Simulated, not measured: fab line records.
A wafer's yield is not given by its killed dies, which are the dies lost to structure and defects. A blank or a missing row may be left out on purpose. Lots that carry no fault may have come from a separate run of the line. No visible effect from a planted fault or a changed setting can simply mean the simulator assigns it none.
Matching of chambers    flow n5_finfet    N5_FIN_SAQP_STRIP_77 on rie_diel-03: 4 sister chambers
The step strips in N2/H2, time 90 s. 8 wafers are shown with their chamber, then 11 later ones without.

## EACH WAFER AND ITS CHAMBER
wafer   chamber  throttle_valve_pct (%)  showerhead_plenum_p_Torr (Torr)
L074.5  1        12.39                   3.47
L077.1  1        12.40                   3.46
L078.2  3        11.99                   3.40
L078.4  3        12.01                   3.40
L078.6  2        12.22                   3.45
L079.4  2        12.24                   3.44
L079.5  0        11.54                   3.58
L080.1  0        11.55                   3.58

## WAFERS MISSING THEIR CHAMBER
wafer   throttle_valve_pct (%)  showerhead_plenum_p_Torr (Torr)
L080.2  12.02                   3.40
L080.3  12.22                   3.44
L080.4  12.23                   3.44
L080.5  11.55                   3.58
L080.6  12.01                   3.40
L087.3  11.81                   3.45
L087.4  12.05                   3.39
L087.5  11.61                   3.57
L092.1  11.85                   3.45
L092.2  12.08                   3.38
L092.3  11.62                   3.43

## WHICH CHAMBER EACH WENT THROUGH
wafer    from the rows above   in truth
L080.2   3                     3
L080.3   2                     2
L080.4   2                     2
L080.5   0                     0
L080.6   3                     3
L087.3   3                     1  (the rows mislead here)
L087.4   3                     3
L087.5   0                     0
L092.1   3                     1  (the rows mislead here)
L092.2   3                     3
L092.3   0                     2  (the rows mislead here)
Correctly placed: 8 of 11. Can't be placed from these rows: 0. Placed wrongly: 3.
How it was worked out, from the rows above alone: a wafer's distance from a chamber is the root of the sum, over the readings, of the square of ((its reading less the chamber's mean) divided by the reading's scatter). If the next closest chamber is less than 2 further off than the closest, the wafer can't be placed; otherwise it belongs to the closest. The mean given for a chamber averages the wafers shown for that chamber. The scatter: take each reading less its chamber's mean, square it, sum over the shown wafers, divide by the number of wafers less the number of chambers, and take the root.
